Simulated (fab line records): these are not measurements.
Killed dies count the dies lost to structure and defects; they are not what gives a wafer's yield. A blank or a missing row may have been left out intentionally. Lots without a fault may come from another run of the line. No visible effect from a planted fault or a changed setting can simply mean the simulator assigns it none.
fab line records -- flow nand-harc
record: lots: 7, wafers: 21, last-day: 23
route steps=1159 shown P_STI@88 END@1159
lots that met no fault: taken from a fault-free run of the same line
start-h: hours from the record's opening day to when the first of the lot's shown wafers began -- wait-h: hours elapsed since this lot's preceding step -- " identical to the entry in the row above -- L1.1+2: a single row standing in for several wafers -- - value missing, or start not given -- * or withheld: withheld -- < > ~ a bound
route shown NAME@n: NAME is a module with steps in the file, n the number in the route of the first one -- usual: mean and standard deviation over wafers with no fault -- same: alike in all rows -- chamber/n: place in a boat -- sites: the reading at each site -- _std_site: their standard deviation -- _edge_site: mean of outer sites minus mean of inner sites -- radius-mm: for every site, how far away it sits from the centre of the wafer -- mask NAME#n: copy n -- behind: the most recent tool/chamber to have shaped the wafer -- hold: reason for holding the lot/hours on hold/outcome of the hold -- device: transistor that didn't switch, given as n, p or np -- end of line: the tests these same wafers got at the end of their route -- a step with no rows: only its recipe -- killed: dies lost to structure and defects at the first sort, not the wafer's yield -- map: the dies of a wafer, with x for killed, . for not killed, _ for no die there
set.NAME: the setting the step ran with; set.NAME@STEP: the setting that earlier step ran with -- model.NAME: the simulator's own value behind a step, which no gauge read
lots at selected steps of the route; one table per step, one row per wafer
services: the hour from which a tool's chamber was out of use, counted from the record's first day as start-h (under 0 if before that day), plus the number of hours and why
== steps ==
step: NHARC_P_STI_ETCH_42
recipe: target-depth-a: 800, overetch-a: 240, time-s: 61, ion-energy-ev: 200, n2-flow-sccm: 150, h2-flow-sccm: 150, ar-flow-sccm: 0, rf-w: 400, bias-w: 150, chemistry: N2/H2
usual: drypump-motor-current-A: 5.7/0.48, oes-product-au: 1.000/0.01, rf-vpp-V: 430.8/2.4, showerhead-plenum-p-Torr: 2.05/0.083, throttle-valve-pct: 14.170/0.0091
lot.wafer,tool,chamber,start-h,wait-h,drypump-motor-current-A,oes-product-au,rf-hours-counter-h,rf-vpp-V,showerhead-plenum-p-Torr,throttle-valve-pct
L683.1,rie-diel-01,2,46.48,0.1,6.2,1.004,7,428.4,1.96,14.166
L683.4,rie-diel-01,3,46.48,0.1,5.9,0.992,6,430.4,2.02,14.180
L683.6,rie-diel-01,1,46.48,0.1,6.2,0.983,-,429.4,2.01,14.192
L688.3,rie-diel-05,0,67.88,0.1,5.5,0.986,2,430.9,2.10,14.192
L688.1,rie-diel-05,1,67.88,0.1,6.0,0.999,2,429.7,1.95,14.158
L688.4,rie-diel-05,3,67.88,0.1,6.0,0.996,2,432.0,2.08,14.155
L689.3,rie-diel-01,1,76.97,0.1,6.2,0.988,9,430.1,2.01,14.162
L689.1,rie-diel-01,0,76.97,0.1,6.7,0.996,9,431.3,2.10,14.172
L689.5,rie-diel-01,0,76.97,0.1,6.7,0.994,-,433.3,2.10,14.178
L690.1,rie-diel-11,1,83.05,0.1,5.6,1.004,2,435.9,2.19,14.176
L690.4,rie-diel-11,0,83.05,0.1,5.2,1.022,2,432.4,2.14,14.163
L690.5,rie-diel-11,1,83.05,0.1,5.6,1.001,-,434.1,2.19,14.176
L691.4,rie-diel-05,0,89.51,0.1,5.5,1.000,2,431.4,2.09,14.165
L691.6,rie-diel-05,1,89.51,0.1,6.0,1.006,-,427.2,1.95,14.165
L691.5,rie-diel-05,2,89.51,0.1,5.3,0.991,-,432.5,2.10,14.169
L700.1,rie-diel-05,3,140.06,0.1,6.0,1.011,4,431.3,2.08,14.177
L700.4,rie-diel-05,1,140.06,0.1,6.0,1.004,4,427.2,1.95,14.174
L700.5,rie-diel-05,3,140.06,0.1,6.0,1.003,-,432.3,2.08,14.175
L702.1,rie-diel-11,3,155.30,0.1,5.0,0.994,5,428.6,1.98,14.179
L702.2,rie-diel-11,2,155.30,0.1,5.5,1.007,4,427.8,1.91,14.164
L702.6,rie-diel-11,0,155.30,0.1,5.2,1.016,-,433.1,2.14,14.177
step: NHARC_P_STI_ETCH_31
recipe: target-depth-a: 1089, time-s: 54.5, cf4-flow-sccm: 100, chf3-flow-sccm: 30, ar-flow-sccm: 0, rf-w: 500, bias-w: 200, chemistry: CF4/CHF3
usual: drypump-motor-current-A: 5.7/0.47, oes-product-au: 0.962/0.018, rf-vpp-V: 370.9/2, showerhead-plenum-p-Torr: 1.58/0.058, throttle-valve-pct: 16.804/0.0086
lot.wafer,tool,chamber,start-h,wait-h,drypump-motor-current-A,oes-product-au,rf-hours-counter-h,rf-vpp-V,showerhead-plenum-p-Torr,throttle-valve-pct
L683.1,rie-diel-01,2,-,-,6.1,0.945,7,368.6,1.52,16.811
L683.4,rie-diel-01,0,-,-,6.7,0.935,7,371.7,1.62,16.808
L683.6,rie-diel-01,1,-,-,6.2,0.922,-,369.8,1.55,16.811
L688.1,rie-diel-05,1,-,-,6.0,0.940,2,367.7,1.51,16.810
L688.3,rie-diel-05,2,-,-,5.3,0.937,2,370.7,1.62,16.797
L688.4,rie-diel-05,3,-,-,6.0,0.962,2,371.6,1.60,16.795
L689.3,rie-diel-01,2,-,-,6.2,0.968,8,369.6,1.52,16.808
L689.1,rie-diel-01,0,-,-,6.7,0.963,9,372.5,1.61,16.803
L689.5,rie-diel-01,1,-,-,6.2,0.955,-,369.7,1.55,16.799
L690.4,rie-diel-11,3,-,-,5.0,0.978,1,369.9,1.54,16.794
L690.1,rie-diel-11,1,-,-,5.6,0.952,2,375.1,1.68,16.802
L690.5,rie-diel-11,3,-,-,5.0,0.977,-,370.2,1.54,16.797
L691.4,rie-diel-05,3,-,-,6.0,0.972,2,373.0,1.60,16.820
L691.6,rie-diel-05,1,-,-,6.0,0.950,-,366.2,1.51,16.810
L691.5,rie-diel-05,2,-,-,5.3,0.958,-,372.4,1.62,16.807
L700.4,rie-diel-05,2,-,-,5.3,0.966,3,373.5,1.62,16.804
L700.1,rie-diel-05,3,-,-,6.0,0.986,4,371.2,1.60,16.821
L700.5,rie-diel-05,1,-,-,6.0,0.954,-,369.6,1.51,16.808
L702.1,rie-diel-11,3,-,-,5.0,0.978,5,367.9,1.53,16.805
L702.2,rie-diel-11,2,-,-,5.5,0.981,4,367.3,1.48,16.806
L702.6,rie-diel-11,3,-,-,5.0,0.972,-,369.0,1.53,16.800
step: NHARC_P_STI_ETCH_15
recipe: target-depth-a: 3000, taper-deg: 4, time-s: 100.1, hbr-flow-sccm: 150, cl2-flow-sccm: 50, rf-w: 400, icp-w: 400, bias-w: 100, chemistry: HBr/Cl2
usual: drypump-motor-current-A: 5.9/0.61, oes-product-au: 0.999/0.0096, throttle-valve-pct: 26.406/0.0099
lot.wafer,tool,chamber,start-h,wait-h,drypump-motor-current-A,oes-product-au,rf-hours-counter-h,throttle-valve-pct
L683.1,rie-si-04,3,46.68,-,5.5,0.988,0.8,26.392
L683.4,rie-si-04,0,46.68,-,5.0,1.012,0.9,26.407
L683.6,rie-si-04,3,46.68,-,5.5,0.984,-,26.414
L688.4,rie-si-02,1,68.08,-,5.1,0.996,0.3,26.411
L688.3,rie-si-02,2,68.08,-,6.2,0.992,0.1,26.390
L688.1,rie-si-02,3,68.08,-,5.9,0.985,0.1,26.405
L689.3,rie-si-03,3,77.20,-,6.9,0.988,0.6,26.398
L689.1,rie-si-03,0,77.20,-,6.7,1.012,0.6,26.394
L689.5,rie-si-03,3,77.20,-,6.8,0.985,-,26.422
L690.4,rie-si-03,1,83.26,-,5.5,0.985,0.8,26.403
L690.1,rie-si-03,2,83.26,-,6.3,1.011,0.8,26.410
L690.5,rie-si-03,1,83.26,-,5.5,0.996,-,26.401
L691.4,rie-si-03,3,89.74,-,6.8,1.000,0.8,26.410
L691.5,rie-si-03,0,89.74,-,6.7,1.006,-,26.424
L691.6,rie-si-03,1,89.74,-,5.5,1.000,-,26.426
L700.4,rie-si-02,2,140.32,-,6.2,0.982,0.7,26.419
L700.1,rie-si-02,3,140.32,-,5.9,1.004,0.6,26.414
L700.5,rie-si-02,0,140.32,-,5.3,1.001,-,26.405
L702.1,rie-si-04,0,155.52,-,4.9,1.025,0.2,26.408
L702.2,rie-si-04,1,155.52,-,5.9,1.015,0.2,26.412
L702.6,rie-si-04,3,155.52,-,5.5,0.995,-,26.416
step: NHARC_P_STI_CD_MEAS_16
usual: cd-nm: 199.7/2.4
lot.wafer,tool,chamber,start-h,wait-h,cd-nm
L683.1,cd-sem-03,-,46.83,-,201.2
L683.4,cd-sem-03,-,46.83,-,198.8
L683.6,cd-sem-03,-,46.83,-,197.2
L688.1,cd-sem-01,-,68.23,-,203.4
L688.3,cd-sem-01,-,68.23,-,202.4
L688.4,cd-sem-01,-,68.23,-,199.7
L689.1,cd-sem-02,-,77.34,-,200.5
L689.3,cd-sem-02,-,77.34,-,201.1
L689.5,cd-sem-02,-,77.34,-,200.1
L690.1,cd-sem-01,-,83.41,-,197.1
L690.4,cd-sem-01,-,83.41,-,200.5
L690.5,cd-sem-01,-,83.41,-,200.9
L691.4,cd-sem-03,-,89.86,-,194.5
L691.5,cd-sem-03,-,89.86,-,198.0
L691.6,cd-sem-03,-,89.86,-,198.7
L700.1,cd-sem-02,-,140.45,-,200.8
L700.4,cd-sem-02,-,140.45,-,202.4
L700.5,cd-sem-02,-,140.45,-,201.6
L702.1,cd-sem-03,-,155.65,-,198.6
L702.2,cd-sem-03,-,155.65,-,201.6
L702.6,cd-sem-03,-,155.65,-,201.6
step: NHARC_P_STI_OCD_MEAS_17
usual: trench-depth-nm: 300/4.1, trench-foot-cd-nm: 158.1/2.4
lot.wafer,tool,chamber,start-h,wait-h,trench-depth-nm,trench-foot-cd-nm
L683.1,ocd-01,-,46.91,0.1,291,161.7
L683.4,ocd-01,-,46.91,0.1,305,157.3
L683.6,ocd-01,-,46.91,0.1,292,157.7
L688.1,ocd-02,-,68.32,0.1,297,161.9
L688.3,ocd-02,-,68.32,0.1,296,160.7
L688.4,ocd-02,-,68.32,0.1,299,158.7
L689.1,ocd-02,-,77.43,0.1,305,156.8
L689.3,ocd-02,-,77.43,0.1,297,160.8
L689.5,ocd-02,-,77.43,0.1,296,158.7
L690.1,ocd-02,-,83.49,0.1,306,155.2
L690.4,ocd-02,-,83.49,0.1,300,160.4
L690.5,ocd-02,-,83.49,0.1,301,159.5
L691.4,ocd-01,-,89.95,0.1,302,153.8
L691.5,ocd-01,-,89.95,0.1,304,156.1
L691.6,ocd-01,-,89.95,0.1,301,156.5
L700.1,ocd-02,-,140.54,0.1,300,160.6
L700.4,ocd-02,-,140.54,0.1,294,160.9
L700.5,ocd-02,-,140.54,0.1,302,159.2
L702.1,ocd-01,-,155.74,0.1,309,152.9
L702.2,ocd-01,-,155.74,0.1,305,159.7
L702.6,ocd-01,-,155.74,0.1,296,160.6
step: NHARC_P_STI_STRIP_19
recipe: time-s: 900, temp-c: 130, chemistry: SPM
step: NHARC_P_STI_PRECLEAN_32
recipe: time-s: *, temp-c: 50, bath-age-min: 0, chemistry: SC1
step: NHARC_P_STI_SRD_23
step: NHARC_P_STI_OCD_MEAS_43
usual: trench-depth-nm: 300/4.1, trench-foot-cd-nm: 158.1/2.3
lot.wafer,tool,chamber,start-h,wait-h,trench-depth-nm,trench-foot-cd-nm
L683.1,ocd-01,-,47.42,-,292,161.3
L683.4,ocd-01,-,47.42,-,304,157.2
L683.6,ocd-01,-,47.42,-,292,157.2
L688.1,ocd-02,-,68.82,-,298,160.9
L688.3,ocd-02,-,68.82,-,297,160.7
L688.4,ocd-02,-,68.82,-,300,158.8
L689.1,ocd-01,-,77.94,-,305,156.5
L689.3,ocd-01,-,77.94,-,297,160.5
L689.5,ocd-01,-,77.94,-,296,158.8
L690.1,ocd-01,-,84.01,-,305,155.2
L690.4,ocd-01,-,84.01,-,300,160.7
L690.5,ocd-01,-,84.01,-,301,159.4
L691.4,ocd-02,-,90.45,-,301,153.8
L691.5,ocd-02,-,90.45,-,304,155.8
L691.6,ocd-02,-,90.45,-,301,156.5
L700.1,ocd-01,-,141.05,-,300,160.2
L700.4,ocd-01,-,141.05,-,293,160.8
L700.5,ocd-01,-,141.05,-,302,159.2
L702.1,ocd-02,-,156.25,-,309,153.1
L702.2,ocd-02,-,156.25,-,305,159.2
L702.6,ocd-02,-,156.25,-,296,160.3
step: NHARC_P_STI_OXIDE_33
recipe: target-thk-a: 100, temp-c: 1000, ox-time-s: 281, material: SiO2
step: NHARC_P_STI_HDPCVD_20
recipe: target-thk-a: withheld, sigma-open-frac: withheld, material: SiO2
step: NHARC_P_STI_ANNEAL_34
recipe: temp-c: 1000, time-s: 1800
step: NHARC_P_STI_CMP_21
recipe: t-overpolish-s: 20, target-thk-nm: 380.67
usual: edge-zone-pressure-frac: 1.001/0.0047, motor-current-A: 12.0/1.2, overpolish-run-s: 20.000/0.01, slurry-flow-ml-min: 149.9/0.49
lot.wafer,tool,chamber,start-h,wait-h,edge-zone-pressure-frac,motor-current-A,overpolish-run-s,slurry-flow-ml-min
L683.1,cmp-04,2,65.78,0.4,1.003,10.2,19.993,150.7
L683.4,cmp-04,3,65.78,0.4,0.996,11.6,19.987,150.3
L683.6,cmp-04,0,65.78,0.4,0.992,12.1,20.007,149.3
L688.1,cmp-04,1,87.60,0.4,1.000,11.7,19.997,149.5
L688.4,cmp-04,2,87.60,0.4,1.003,10.4,19.998,149.9
L688.3,cmp-04,3,87.60,0.4,0.999,12.5,20.006,150.4
L689.3,cmp-04,1,96.19,0.4,-,-,-,-
L689.1,cmp-04,2,96.19,0.4,-,-,-,-
L689.5,cmp-04,0,96.19,0.4,-,-,-,-
L690.4,cmp-03,1,104.77,0.4,-,-,-,-
L690.1,cmp-03,3,104.77,0.4,-,-,-,-
L690.5,cmp-03,2,104.77,0.4,-,-,-,-
L691.4,cmp-03,3,109.66,0.4,-,-,-,-
L691.5,cmp-03,3,109.66,0.4,-,-,-,-
L691.6,cmp-03,0,109.66,0.4,-,-,-,-
L700.1,cmp-04,3,158.90,0.4,0.997,12.5,20.001,150.9
L700.4,cmp-04,2,158.90,0.4,0.996,10.9,20.006,149.9
L700.5,cmp-04,0,158.90,0.4,1.002,13.0,20.004,150.2
L702.1,cmp-04,0,175.90,0.4,0.998,12.2,20.013,149.4
L702.2,cmp-04,1,175.90,0.4,1.001,11.7,20.002,148.9
L702.6,cmp-04,2,175.90,0.4,1.000,11.3,19.994,150.3
step: NHARC_END_SORT_01
recipe: temp-c: 25
usual: killed-at-array: 21/8.9, killed-at-other: 0.8/1.3, killed-at-periphery: 3.6/2.4, killed-dies: 26/8.9, killed-open: 3.1/1.8, killed-short: 1.9/1.3
same: gross-dies: 677
lot.wafer,tool,chamber,start-h,wait-h,killed-at-array,killed-at-other,killed-at-periphery,killed-dies,killed-open,killed-short
L689.1,prober-01,0,484.99,2.5,10,4,663,677,7,2
L689.3,prober-01,0,486.59,3.1,13,3,661,677,3,2
L689.5,prober-01,0,488.19,3.7,18,2,657,677,5,1
L690.1,prober-02,0,485.01,2.5,37,0,640,677,4,0
L690.4,prober-02,0,487.39,3.4,48,0,629,677,2,3
L690.5,prober-02,0,488.19,3.7,30,1,646,677,4,3
L691.4,prober-01,0,496.20,3.4,33,3,641,677,0,0
L691.5,prober-01,0,497.01,3.7,34,3,640,677,6,2
L691.6,prober-01,0,497.82,4.0,35,1,641,677,0,1
killed by level:class
L689.1 P_STI:area-cmp=658 A_CONTACT:geometric-particle:open=3 THIN_TSV:chamber-film-flake=3 A_STAIRCASE:chamber-film-flake=2 P_GATE:geometric-particle:open=1 P_CONTACT:geometric-particle:short=1 P_M0:geometric-particle:open=1 A_CHANNEL_FILL_D1:geometric-particle:open=1
L690.1 P_STI:area-cmp=636 A_CHANNEL_HOLE_D1:chamber-film-flake=15 A_SLIT:chamber-film-flake=7 A_M0:chamber-film-flake=6 A_CONTACT:chamber-film-flake=4 P_GATE:chamber-film-flake=2 P_M2:geometric-particle:open=1 A_CHANNEL_FILL_D1:geometric-particle:open=1
L689.3 P_STI:area-cmp=659 A_STAIRCASE:chamber-film-flake=3 A_SLIT:chamber-film-flake=3 THIN_TSV:chamber-film-flake=3 A_CHANNEL_HOLE_D1:chamber-film-flake=2 P_CONTACT:geometric-particle:open=1 A_SOURCE_PLATE:geometric-particle:short=1 A_ONON_D1:geometric-particle:open=1
L690.4 P_STI:area-cmp=624 A_CHANNEL_HOLE_D1:chamber-film-flake=21 A_SLIT:chamber-film-flake=15 A_M0:chamber-film-flake=5 P_GATE:chamber-film-flake=3 A_WL_FILL:geometric-particle:short=2 A_CONTACT:geometric-particle:open=2 P_M0:chamber-film-flake=2
L690.5 P_STI:area-cmp=642 A_CHANNEL_HOLE_D1:chamber-film-flake=13 A_SLIT:chamber-film-flake=7 A_M0:chamber-film-flake=4 A_ONON_D1:geometric-particle:short=2 P_M0:geometric-particle:open=1 A_WL_FILL:geometric-particle:open=1 A_CONTACT:geometric-particle:open=1
L689.5 P_STI:area-cmp=656 A_STAIRCASE:chamber-film-flake=5 A_SLIT:chamber-film-flake=5 A_M0:geometric-particle:open=2 A_CONTACT:chamber-film-flake=2 THIN_TSV:chamber-film-flake=2 P_STI:geometric-particle:open=1 A_CONTACT:geometric-particle:open=1
L691.4 P_STI:area-cmp=639 A_CHANNEL_HOLE_D1:chamber-film-flake=17 A_SLIT:chamber-film-flake=12 THIN_TSV:chamber-film-flake=3 P_M1:chamber-film-flake=2 A_WL_FILL:chamber-film-flake=2 A_CONTACT:chamber-film-flake=2
L691.5 P_STI:area-cmp=636 A_CHANNEL_HOLE_D1:chamber-film-flake=18 A_SLIT:chamber-film-flake=8 THIN_TSV:chamber-film-flake=3 A_WL_FILL:chamber-film-flake=2 P_CONTACT:geometric-particle:open=1 P_M0:geometric-particle:open=1 P_M1:geometric-particle:open=1
L691.6 P_STI:area-cmp=641 A_CHANNEL_HOLE_D1:chamber-film-flake=19 A_SLIT:chamber-film-flake=10 A_CONTACT:chamber-film-flake=3 A_WL_FILL:chamber-film-flake=2 A_CHANNEL_FILL_D1:geometric-particle:short=1 THIN_TSV:chamber-film-flake=1
map L689.1 (x killed, . not)
____________x____________
_________xxxxxxx_________
_______xxxxxxxxxxx_______
______xxxxxxxxxxxxx______
_____xxxxxxxxxxxxxxx_____
____xxxxxxxxxxxxxxxxx____
____xxxxxxxxxxxxxxxxx____
___xxxxxxxxxxxxxxxxxxx___
___xxxxxxxxxxxxxxxxxxx___
__xxxxxxxxxxxxxxxxxxxxx__
__xxxxxxxxxxxxxxxxxxxxx__
_xxxxxxxxxxxxxxxxxxxxxxx_
_xxxxxxxxxxxxxxxxxxxxxxx_
_xxxxxxxxxxxxxxxxxxxxxxx_
_xxxxxxxxxxxxxxxxxxxxxxx_
_xxxxxxxxxxxxxxxxxxxxxxx_
xxxxxxxxxxxxxxxxxxxxxxxxx
xxxxxxxxxxxxxxxxxxxxxxxxx
xxxxxxxxxxxxxxxxxxxxxxxxx
xxxxxxxxxxxxxxxxxxxxxxxxx
xxxxxxxxxxxxxxxxxxxxxxxxx
_xxxxxxxxxxxxxxxxxxxxxxx_
_xxxxxxxxxxxxxxxxxxxxxxx_
_xxxxxxxxxxxxxxxxxxxxxxx_
_xxxxxxxxxxxxxxxxxxxxxxx_
_xxxxxxxxxxxxxxxxxxxxxxx_
__xxxxxxxxxxxxxxxxxxxxx__
__xxxxxxxxxxxxxxxxxxxxx__
___xxxxxxxxxxxxxxxxxxx___
___xxxxxxxxxxxxxxxxxxx___
____xxxxxxxxxxxxxxxxx____
____xxxxxxxxxxxxxxxxx____
_____xxxxxxxxxxxxxxx_____
______xxxxxxxxxxxxx______
_______xxxxxxxxxxx_______
_________xxxxxxx_________
____________x____________
map L690.1 (x killed, . not)
____________x____________
_________xxxxxxx_________
_______xxxxxxxxxxx_______
______xxxxxxxxxxxxx______
_____xxxxxxxxxxxxxxx_____
____xxxxxxxxxxxxxxxxx____
____xxxxxxxxxxxxxxxxx____
___xxxxxxxxxxxxxxxxxxx___
___xxxxxxxxxxxxxxxxxxx___
__xxxxxxxxxxxxxxxxxxxxx__
__xxxxxxxxxxxxxxxxxxxxx__
_xxxxxxxxxxxxxxxxxxxxxxx_
_xxxxxxxxxxxxxxxxxxxxxxx_
_xxxxxxxxxxxxxxxxxxxxxxx_
_xxxxxxxxxxxxxxxxxxxxxxx_
_xxxxxxxxxxxxxxxxxxxxxxx_
xxxxxxxxxxxxxxxxxxxxxxxxx
xxxxxxxxxxxxxxxxxxxxxxxxx
xxxxxxxxxxxxxxxxxxxxxxxxx
xxxxxxxxxxxxxxxxxxxxxxxxx
xxxxxxxxxxxxxxxxxxxxxxxxx
_xxxxxxxxxxxxxxxxxxxxxxx_
_xxxxxxxxxxxxxxxxxxxxxxx_
_xxxxxxxxxxxxxxxxxxxxxxx_
_xxxxxxxxxxxxxxxxxxxxxxx_
_xxxxxxxxxxxxxxxxxxxxxxx_
__xxxxxxxxxxxxxxxxxxxxx__
__xxxxxxxxxxxxxxxxxxxxx__
___xxxxxxxxxxxxxxxxxxx___
___xxxxxxxxxxxxxxxxxxx___
____xxxxxxxxxxxxxxxxx____
____xxxxxxxxxxxxxxxxx____
_____xxxxxxxxxxxxxxx_____
______xxxxxxxxxxxxx______
_______xxxxxxxxxxx_______
_________xxxxxxx_________
____________x____________
== services ==
tool,chamber,start-h,hours,kind
rie-diel-11,3,24.12,13.9,repair
cmp-03,-,29.98,0.5,repair
rie-si-02,-,34.00,9.0,pm
cmp-04,-,40.91,5.3,repair
rie-diel-05,0,44.60,-,clean
cmp-03,-,58.00,4.0,pm
rie-si-04,-,60.28,2.8,repair
rie-diel-01,3,74.66,7.0,repair
rie-diel-01,0,85.02,2.9,repair
rie-diel-05,2,90.17,11.4,repair
rie-diel-11,2,96.36,15.9,repair
rie-si-03,2,97.60,6.3,repair
rie-si-04,-,99.00,9.0,pm
cmp-04,-,105.00,4.0,pm
rie-si-02,0,125.94,10.1,repair
rie-diel-01,-,137.80,9.0,pm
rie-diel-05,0,141.97,6.7,repair
rie-diel-01,2,148.10,34.4,repair
rie-si-02,1,152.28,53.6,repair
rie-si-03,-,155.00,9.0,pm
cmp-03,-,156.00,4.0,pm
rie-diel-05,0,162.79,7.2,repair
rie-diel-05,-,163.60,9.0,pm
rie-diel-01,-,171.93,0.1,repair
== key ==
first-sign: step: NHARC_P_STI_CMP_21, reading: tool-record, direction: missing
effect: step: NHARC_END_SORT_01, reading: killed-at-periphery, direction: up, sigmas: 99+, usual: 3.6, struck: 646.4
more-kills-born-at: NHARC_P_STI_CMP_21@cmp-03: 3818, NHARC_P_STI_CMP_21@cmp-04: 1973
met-at NHARC_P_STI_CMP_21
struck-wafers L689.1,L689.3,L689.5,L690.1,L690.4,L690.5,L691.4,L691.5,L691.6
later-rows-left-out L689.1,L689.3,L689.5,L690.1,L690.4,L690.5,L691.4,L691.5,L691.6
tester-left-out L689,L690,L691
onset-between 87.60 96.19
fault: kind: skipped-step-whole, tool: cmp-03,cmp-04, chamber: -, onset-h: 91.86, steps: NHARC_P_STI_CMP_21, scope: struck-lots-only
tester-left-out: of these lots the tester's yield and bins aren't shown, on N5 and GAA mostly nor the transistor test; their killed dies are dies lost to structure and defects alone, not to doping, threshold or leakage, so they don't give the yield
later-rows-left-out: the simulator's readings of these wafers behind a module that went badly wrong aren't trusted and aren't shown, but for the sort
